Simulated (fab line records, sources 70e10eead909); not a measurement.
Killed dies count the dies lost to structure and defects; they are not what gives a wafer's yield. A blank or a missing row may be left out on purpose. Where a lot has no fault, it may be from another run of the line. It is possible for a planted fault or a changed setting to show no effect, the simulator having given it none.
fab line records ; flow nandHarc
[record] lots = 5; wafers = 15; lastDay = 26
route steps=1159 shown A_STAIRCASE@729 END@1159
lots untouched by any fault: they come from a run of this same line in which no faults occurred
startH: hours from the record's first day to the start of the lot's first wafer shown ; waitH: time in hours since the lot's previous step ; " same as the row above ; L1.1+2: several wafers, shown together as one row ; - no value, or no start given ; * or withheld: withheld ; < > ~ a bound
route shown NAME@n: NAME is a module with steps in the file, n the number in the route of the first one ; usual: average and standard deviation across the fault-free wafers ; same: alike in all rows ; chamber/n: place in a boat ; sites: each site's reading ; _std_site: standard deviation of those values ; _edge_site: the outer-site mean with the inner-site mean subtracted ; radiusMm: how far each site lies from the wafer's centre ; mask NAME#n: copy n ; behind: the last tool/chamber to shape the wafer ; hold: reason for holding the lot/hours on hold/outcome of the hold ; device: which transistor (n, p or np) failed to switch ; end of line: tests run on the same wafers once the route is complete ; a step with no rows: only its recipe ; killed: not the wafer's yield, but the dies lost to structure and defects at the first sort ; map: dies across one wafer; x = killed, . = not, _ = none there
set.NAME: the setting that was run; set.NAME@STEP: the one run at that earlier step ; model.NAME: the simulator's own value behind a step, which no gauge read
lots seen at some steps along the route; tables by step, rows by wafer
services: from which hour (startH, from the record's first day; less than 0 if before it) a tool's chamber was out of use, for how many hours, and why
[[steps]]
[step NHARC_A_STAIRCASE_STRIP_446]
[recipe] powerW = 1500; tempC = 250; chemistry = O2
[usual] drypumpMotorCurrentA = 5.8/0.52; heaterPowerW = 355/20
lot.wafer;tool;chamber;startH;waitH;drypumpMotorCurrentA;heaterPowerW;rfHoursCounterH
L440.2;plasmaAsher-02;1;322.93;0.0;6.5;374;47
L440.3;plasmaAsher-02;0;322.93;0.0;5.2;377;-
L440.6;plasmaAsher-02;1;322.93;0.0;6.5;371;-
L438.2;plasmaAsher-02;0;323.21;0.2;5.2;380;47
L438.5;plasmaAsher-02;0;323.21;0.2;5.2;377;-
L438.6;plasmaAsher-02;1;323.21;0.2;6.5;372;-
L451.1;plasmaAsher-02;1;390.35;0.1;6.5;354;7
L451.4;plasmaAsher-02;0;390.35;0.1;5.2;371;-
L451.5;plasmaAsher-02;0;390.35;0.1;5.2;381;-
L453.2;plasmaAsher-02;0;407.07;0.0;5.2;378;11
L453.6;plasmaAsher-02;0;407.07;0.0;5.2;383;-
L453.5;plasmaAsher-02;1;407.07;0.0;6.5;361;-
L454.1;plasmaAsher-02;0;407.35;0.1;5.2;372;12
L454.3;plasmaAsher-02;0;407.35;0.1;5.2;372;-
L454.4;plasmaAsher-02;1;407.35;0.1;6.5;346;-
[step NHARC_A_STAIRCASE_STRIP_447]
[recipe] timeS = 900; tempC = 130; chemistry = SPM
[step NHARC_A_STAIRCASE_PRECLEAN_448]
[recipe] timeS = *; tempC = 50; bathAgeMin = 0; chemistry = SC1
[step NHARC_A_STAIRCASE_SRD_449]
[step NHARC_A_STAIRCASE_CMP_450]
[recipe] targetThkNm = 200; material = SiO2
[usual] motorCurrentA = 12.0/1.3; slurryFilterDpKPa = 13.49/0.14
lot.wafer;tool;chamber;startH;waitH;motorCurrentA;slurryFilterDpKPa
L440.2;cmp-04;2;323.76;-;13.6;13.55
L440.3;cmp-04;3;323.76;-;11.0;13.61
L440.6;cmp-04;2;323.76;-;12.5;13.45
L438.2;cmp-02;1;324.02;-;10.9;13.67
L438.6;cmp-02;1;324.02;-;10.3;13.29
L438.5;cmp-02;2;324.02;-;10.2;13.28
L451.4;cmp-03;3;391.10;-;13.3;13.21
L451.1;cmp-03;0;391.10;-;11.7;13.26
L451.5;cmp-03;3;391.10;-;13.5;13.36
L453.2;cmp-04;1;407.89;-;11.6;13.43
L453.5;cmp-04;3;407.89;-;11.5;13.48
L453.6;cmp-04;0;407.89;-;11.0;13.37
L454.3;cmp-04;0;408.16;-;10.9;13.49
L454.4;cmp-04;1;408.16;-;12.5;13.67
L454.1;cmp-04;2;408.16;-;12.7;13.36
[step NHARC_A_STAIRCASE_CMP_152]
[usual] motorCurrentA = 12.0/1.3; slurryFilterDpKPa = 13.50/0.13
lot.wafer;tool;chamber;startH;waitH;motorCurrentA;slurryFilterDpKPa
L440.2;cmp-04;2;323.83;0.1;12.8;13.18
L440.3;cmp-04;3;323.83;0.1;10.7;13.32
L440.6;cmp-04;2;323.83;0.1;13.6;13.53
L438.2;cmp-02;1;324.09;0.1;10.7;13.47
L438.6;cmp-02;1;324.09;0.1;11.1;13.70
L438.5;cmp-02;2;324.09;0.1;10.4;13.60
L451.4;cmp-03;3;391.18;0.1;14.2;13.81
L451.1;cmp-03;0;391.18;0.1;11.8;13.50
L451.5;cmp-03;3;391.18;0.1;13.6;13.55
L453.2;cmp-04;1;407.97;0.1;12.4;13.19
L453.5;cmp-04;3;407.97;0.1;10.8;13.40
L453.6;cmp-04;0;407.97;0.1;10.6;13.52
L454.3;cmp-04;0;408.24;0.1;10.4;13.54
L454.4;cmp-04;1;408.24;0.1;12.3;13.49
L454.1;cmp-04;2;408.24;0.1;13.3;13.48
[step NHARC_A_STAIRCASE_SRD_154]
[step NHARC_A_STAIRCASE_ETCH_403]
[recipe] targetDepthA = 1082; chemistry = dHF; material = SiO2
[step NHARC_A_STAIRCASE_ETCHBACK_422]
[recipe] targetDepthA = 400; overEtchFrac = 0.3; timeS = 74.286; ionEnergyEv = 120; ch3fFlowSccm = 50; o2FlowSccm = 30; arFlowSccm = 200; rfW = 500; biasW = 100; chemistry = CH3F/O2
[usual] drypumpMotorCurrentA = 5.4/0.36; oesProductAu = 0.97/0.036; rfVppV = 244.3/1.8; showerheadPlenumPTorr = 2.45/0.11; throttleValvePct = 20.664/0.0096
lot.wafer;tool;chamber;startH;waitH;drypumpMotorCurrentA;oesProductAu;rfHoursCounterH;rfVppV;showerheadPlenumPTorr;throttleValvePct
L440.3;rieDiel-11;1;324.28;0.1;5.7;0.94;46;246.8;2.48;20.688
L440.2;rieDiel-11;3;324.28;0.1;5.7;0.92;49;243.5;2.40;20.668
L440.6;rieDiel-11;2;324.28;0.1;5.8;0.93;-;243.7;2.40;20.677
L438.2;rieDiel-09;0;324.57;0.2;4.8;0.99;25;242.6;2.33;20.662
L438.6;rieDiel-09;3;324.57;0.2;5.2;1.01;-;245.3;2.47;20.663
L438.5;rieDiel-09;0;324.57;0.2;4.8;1.00;-;243.8;2.33;20.661
L451.1;rieDiel-09;1;391.64;0.1;5.4;0.93;42;246.9;2.64;20.681
L451.4;rieDiel-09;2;391.64;0.1;5.3;0.92;46;243.8;2.47;20.659
L451.5;rieDiel-09;2;391.64;0.1;5.3;0.92;-;245.2;2.47;20.668
L453.2;rieDiel-09;3;408.43;0.1;5.3;0.98;54;243.3;2.46;20.673
L453.6;rieDiel-09;1;408.43;0.1;5.4;0.96;-;246.2;2.64;20.632
L453.5;rieDiel-09;2;408.43;0.1;5.3;0.97;-;244.9;2.46;20.676
L454.4;rieDiel-13;2;408.70;0.1;5.7;0.93;45;242.2;2.30;20.669
L454.3;rieDiel-13;3;408.70;0.1;6.5;0.93;44;246.5;2.64;20.658
L454.1;rieDiel-13;0;408.70;0.1;5.4;0.94;44;244.7;2.49;20.653
[step NHARC_A_STAIRCASE_ETCH_423]
[recipe] targetDepthA = 300; chemistry = dHF; material = SiO2
[step NHARC_A_STAIRCASE_ETCHBACK_157]
[recipe] targetDepthA = 900; overEtchFrac = 0.3; timeS = 167.14; ionEnergyEv = 120; ch3fFlowSccm = 50; o2FlowSccm = 30; arFlowSccm = 200; rfW = 500; biasW = 100; chemistry = CH3F/O2
[usual] drypumpMotorCurrentA = 5.4/0.35; oesProductAu = 0.983/0.029; rfVppV = 244.4/1.6; showerheadPlenumPTorr = 2.45/0.11; throttleValvePct = 20.664/0.0092
lot.wafer;tool;chamber;startH;waitH;drypumpMotorCurrentA;oesProductAu;rfHoursCounterH;rfVppV;showerheadPlenumPTorr;throttleValvePct
L440.3;rieDiel-11;2;324.68;0.2;5.8;0.988;49;244.4;2.40;20.665
L440.2;rieDiel-11;3;324.68;0.2;5.7;0.981;49;245.2;2.40;20.665
L440.6;rieDiel-11;1;324.68;0.2;5.7;0.977;-;244.8;2.48;20.655
L438.2;rieDiel-09;3;324.92;0.2;5.2;1.001;27;244.4;2.47;20.648
L438.6;rieDiel-09;3;324.92;0.2;5.2;1.012;-;244.2;2.47;20.652
L438.5;rieDiel-09;0;324.92;0.2;4.8;0.988;-;242.9;2.33;20.678
L451.4;rieDiel-09;0;392.01;0.2;4.8;0.778;43;243.2;2.32;20.664
L451.1;rieDiel-09;2;392.01;0.2;5.3;0.968;46;244.6;2.47;20.668
L451.5;rieDiel-09;0;392.01;0.2;4.8;0.771;-;242.6;2.32;20.666
L453.2;rieDiel-11;1;408.78;0.2;5.7;1.004;12;244.9;2.47;20.653
L453.5;rieDiel-11;0;408.78;0.2;5.5;1.009;-;242.5;2.30;20.674
L453.6;rieDiel-11;1;408.78;0.2;5.7;1.007;-;244.8;2.47;20.674
L454.4;rieDiel-11;2;409.04;0.2;5.8;1.004;10;243.9;2.39;20.666
L454.3;rieDiel-11;3;409.04;0.2;5.7;1.013;11;243.8;2.39;20.669
L454.1;rieDiel-11;1;409.04;0.2;5.7;1.008;12;244.9;2.47;20.676
[step NHARC_A_STAIRCASE_STRIP_475]
[recipe] timeS = 20; o2FlowSccm = 500; arFlowSccm = 0; biasW = 0; chemistry = O2
[usual] drypumpMotorCurrentA = 5.4/0.36; oesProductAu = 1.001/0.0071; rfVppV = 57.8/0.89; showerheadPlenumPTorr = 3.53/0.16; throttleValvePct = 17.036/0.0094
lot.wafer;tool;chamber;startH;waitH;drypumpMotorCurrentA;oesProductAu;rfHoursCounterH;rfVppV;showerheadPlenumPTorr;throttleValvePct
L440.2;rieDiel-11;2;-;-;5.7;1.012;49;57.4;3.45;17.035
L440.3;rieDiel-11;3;-;-;5.8;1.005;49;56.9;3.45;17.034
L440.6;rieDiel-11;2;-;-;5.7;1.014;-;59.2;3.45;17.034
L438.2;rieDiel-09;3;-;-;5.3;1.007;27;57.5;3.54;17.016
L438.5;rieDiel-09;2;-;-;5.3;0.999;-;56.5;3.55;17.033
L438.6;rieDiel-09;3;-;-;5.3;1.000;-;55.6;3.54;17.040
L451.4;rieDiel-09;3;-;-;5.2;1.010;49;58.8;3.53;17.028
L451.1;rieDiel-09;2;-;-;5.3;0.992;46;58.1;3.54;17.034
L451.5;rieDiel-09;3;-;-;5.3;0.999;-;58.5;3.53;17.016
L453.2;rieDiel-11;2;-;-;5.8;1.005;10;56.7;3.44;17.043
L453.5;rieDiel-11;3;-;-;5.7;1.001;-;57.7;3.43;17.027
L453.6;rieDiel-11;0;-;-;5.5;1.000;-;58.3;3.30;17.036
L454.1;rieDiel-11;0;-;-;5.5;1.002;12;57.8;3.30;17.019
L454.3;rieDiel-11;2;-;-;5.8;1.002;11;58.0;3.44;17.035
L454.4;rieDiel-11;3;-;-;5.8;1.017;11;56.9;3.43;17.019
[step NHARC_END_SORT_01]
[recipe] tempC = 25
[usual] killedAtArray = 28/11; killedAtOther = 0.9/1.2; killedAtPeriphery = 2.6/2.1; killedDies = 31/11; killedOpen = 3.1/1.7; killedShort = 1.9/1.3
[same] grossDies = 677
lot.wafer;tool;chamber;startH;waitH;killedAtArray;killedAtOther;killedAtPeriphery;killedDies;killedOpen;killedShort
L451.4;prober-02;0;600.79;3.4;675;0;2;677;4;2
L451.5;prober-02;0;601.58;3.7;670;4;3;677;3;2
L453.2;prober-02;0;606.89;2.7;42;0;1;43;7;1
L453.5;prober-02;0;609.29;3.7;35;0;5;40;1;1
L453.6;prober-02;0;610.09;4.0;39;0;1;40;3;3
// killed by level:class
L451.4 A_STAIRCASE:areaEtchback=645 A_SLIT:chamberFilmFlake=14 A_CHANNEL_HOLE_D1:chamberFilmFlake=6 A_CONTACT:chamberFilmFlake=5 A_SGD_CUT:geometricParticle:open=2 P_M0:geometricParticle:short=1 P_M1:geometricParticle:open=1 A_CONTACT:geometricParticle:open=1
L451.5 A_STAIRCASE:areaEtchback=651 A_SLIT:chamberFilmFlake=9 A_CONTACT:chamberFilmFlake=5 THIN_TSV:chamberFilmFlake=4 P_CONTACT:geometricParticle:open=2 A_CHANNEL_FILL_D1:geometricParticle:short=2 A_CHANNEL_HOLE_D1:chamberFilmFlake=2 A_CONTACT:geometricParticle:open=1
L453.2 A_CHANNEL_HOLE_D1:chamberFilmFlake=18 A_SLIT:chamberFilmFlake=8 A_CONTACT:chamberFilmFlake=4 A_ONON_D1:geometricParticle:open=3 A_STAIRCASE:chamberFilmFlake=3 A_CHANNEL_HOLE_D1:geometricParticle:open=1 A_CHANNEL_FILL_D1:geometricParticle:short=1 A_CHANNEL_FILL_D1:geometricParticle:open=1
L453.5 A_CHANNEL_HOLE_D1:chamberFilmFlake=17 A_SLIT:chamberFilmFlake=9 A_CONTACT:chamberFilmFlake=7 P_M2:chamberFilmFlake=2 P_CONTACT:geometricParticle:short=1 A_CHANNEL_FILL_D1:geometricParticle:open=1 P_ZERO_WELL:chamberFilmFlake=1 P_STI:chamberFilmFlake=1
L453.6 A_CHANNEL_HOLE_D1:chamberFilmFlake=18 A_SLIT:chamberFilmFlake=12 A_CHANNEL_FILL_D1:geometricParticle:short=3 A_CONTACT:chamberFilmFlake=2 A_ONON_D1:geometricParticle:open=1 A_CONTACT:geometricParticle:open=1 A_M0:geometricParticle:open=1 P_M2:chamberFilmFlake=1
// map L451.4 (x killed, . not)
____________x____________
_________xxxxxxx_________
_______xxxxxxxxxxx_______
______xxxxxxxxxxxxx______
_____xxxxxxxxxxxxxxx_____
____xxxxxxxxxxxxxxxxx____
____xxxxxxxxxxxxxxxxx____
___xxxxxxxxxxxxxxxxxxx___
___xxxxxxxxxxxxxxxxxxx___
__xxxxxxxxxxxxxxxxxxxxx__
__xxxxxxxxxxxxxxxxxxxxx__
_xxxxxxxxxxxxxxxxxxxxxxx_
_xxxxxxxxxxxxxxxxxxxxxxx_
_xxxxxxxxxxxxxxxxxxxxxxx_
_xxxxxxxxxxxxxxxxxxxxxxx_
_xxxxxxxxxxxxxxxxxxxxxxx_
xxxxxxxxxxxxxxxxxxxxxxxxx
xxxxxxxxxxxxxxxxxxxxxxxxx
xxxxxxxxxxxxxxxxxxxxxxxxx
xxxxxxxxxxxxxxxxxxxxxxxxx
xxxxxxxxxxxxxxxxxxxxxxxxx
_xxxxxxxxxxxxxxxxxxxxxxx_
_xxxxxxxxxxxxxxxxxxxxxxx_
_xxxxxxxxxxxxxxxxxxxxxxx_
_xxxxxxxxxxxxxxxxxxxxxxx_
_xxxxxxxxxxxxxxxxxxxxxxx_
__xxxxxxxxxxxxxxxxxxxxx__
__xxxxxxxxxxxxxxxxxxxxx__
___xxxxxxxxxxxxxxxxxxx___
___xxxxxxxxxxxxxxxxxxx___
____xxxxxxxxxxxxxxxxx____
____xxxxxxxxxxxxxxxxx____
_____xxxxxxxxxxxxxxx_____
______xxxxxxxxxxxxx______
_______xxxxxxxxxxx_______
_________xxxxxxx_________
____________x____________
// map L438.2 (x killed, . not)
____________.____________
_________......._________
_______..........._______
______.............______
_____..x............_____
____...x.............____
____..x....x.........____
___......x............___
___....x..............___
__.....x.x.............__
__....x....x...........__
_...........x..........._
_...............x......._
_......................._
_......................._
_......................._
.........x..........x....
..x....................x.
........................x
.........................
........................x
_x................x....._
_.....................x._
_......................._
_......................._
_......................._
__.x...x...............__
__.....................__
___...................___
___x..................___
____...x.............____
____.................____
_____.............x._____
______.............______
_______..........._______
_________......._________
____________.____________
[[services]]
tool;chamber;startH;hours;kind
cmp-04;-;301.00;4.0;pm
cmp-02;-;305.59;0.8;repair
rieDiel-09;0;312.19;-;clean
rieDiel-09;1;312.19;-;clean
rieDiel-09;2;312.19;-;clean
rieDiel-09;3;312.19;-;clean
rieDiel-11;0;322.59;-;clean
rieDiel-11;1;322.59;-;clean
rieDiel-11;2;322.59;-;clean
rieDiel-11;3;322.59;-;clean
cmp-02;-;324.50;4.0;pm
rieDiel-09;0;336.69;-;clean
cmp-04;-;340.62;2.0;repair
cmp-03;-;343.68;1.7;repair
cmp-02;-;346.26;1.5;repair
rieDiel-09;-;350.67;2.0;repair
cmp-03;-;352.00;4.0;pm
plasmaAsher-02;-;360.35;9.0;pm
rieDiel-11;-;366.68;9.0;pm
cmp-02;-;391.66;2.3;repair
rieDiel-13;2;394.58;8.5;repair
cmp-04;-;399.00;4.0;pm
cmp-03;-;400.19;0.3;repair
cmp-04;-;408.57;11.5;repair
[[key]]
[firstSign] step = NHARC_A_STAIRCASE_ETCHBACK_157; reading = oesProductAu; direction = down; sigmas = 7.3; usual = 0.983; struck = 0.774
[effect] step = NHARC_END_SORT_01; reading = killedAtArray; direction = up; sigmas = 60; usual = 28; struck = 672
[moreKillsBornAt] NHARC_A_STAIRCASE_ETCHBACK_157@rieDiel-09 = 1296
metAt NHARC_A_STAIRCASE_ETCHBACK_157
struckWafers L451.4,L451.5
laterRowsLeftOut L451.4,L451.5
testerLeftOut L451
onsetBetween 324.92 392.01
[fault] kind = processParameterDrift; tool = rieDiel-09; chamber = 0; onsetH = 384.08; steps = NHARC_A_STAIRCASE_ETCHBACK_157; channel = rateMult; offset = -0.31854; shape = step; endH = 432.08
// testerLeftOut: of these lots the tester's yield and bins aren't shown, on N5 and GAA mostly nor the transistor test; their killed dies are dies lost to structure and defects alone, not to doping, threshold or leakage, so they don't give the yield
// laterRowsLeftOut: the simulator's readings of these wafers behind a module that went badly wrong aren't trusted and aren't shown, but for the sort
